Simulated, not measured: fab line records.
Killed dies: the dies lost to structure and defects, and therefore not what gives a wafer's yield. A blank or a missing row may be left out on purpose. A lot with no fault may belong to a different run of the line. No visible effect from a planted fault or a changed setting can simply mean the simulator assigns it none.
Chamber matching | flow nandHarc | 4 sister chambers for NHARC_A_CHANNEL_FILL_D2_ALD_25 on aldHk-04
The step deposits SiOx, target thk 60 nm, pulse time 10 s, ald cycles 600. 4 wafers are shown with their chamber, then 7 later ones without.

WAFERS PAIRED WITH THEIR CHAMBERS
wafer  | chamber | heaterPowerW (W)
L085.5 | 2       | 417
L091.6 | 0       | 602
L092.3 | 1       | 479
L092.4 | 3       | 474

WAFERS WITHOUT THEIR CHAMBER
wafer  | heaterPowerW (W)
L092.6 | 480
L096.2 | 426
L096.4 | 618
L096.6 | 424
L097.4 | 424
L097.5 | 466
L097.6 | 426

EACH ONE'S CHAMBER
wafer  | from the rows above     | in truth
L092.6 | can't be placed: 1 or 3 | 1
L096.2 | 2                       | 2
L096.4 | 0                       | 0
L096.6 | 2                       | 2
L097.4 | 2                       | 2
L097.5 | can't be placed: 3 or 1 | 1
L097.6 | 2                       | 2
Correctly placed: 5 of 7. Not placeable from these rows: 2 (in 2, the candidates include the true chamber). Wrongly placed: 0.
How it was worked out, from the rows above alone: a wafer's distance from a chamber is the root of the sum, over the readings, of the square of ((its reading less the chamber's mean) divided by the reading's scatter). If the next closest chamber is less than 2 further off than the closest, the wafer can't be placed; otherwise it belongs to the closest. The mean given for a chamber averages the wafers shown for that chamber. The scatter: with one shown wafer a chamber, the root of the mean of the squares of how far each hidden wafer lies from its nearest shown one.
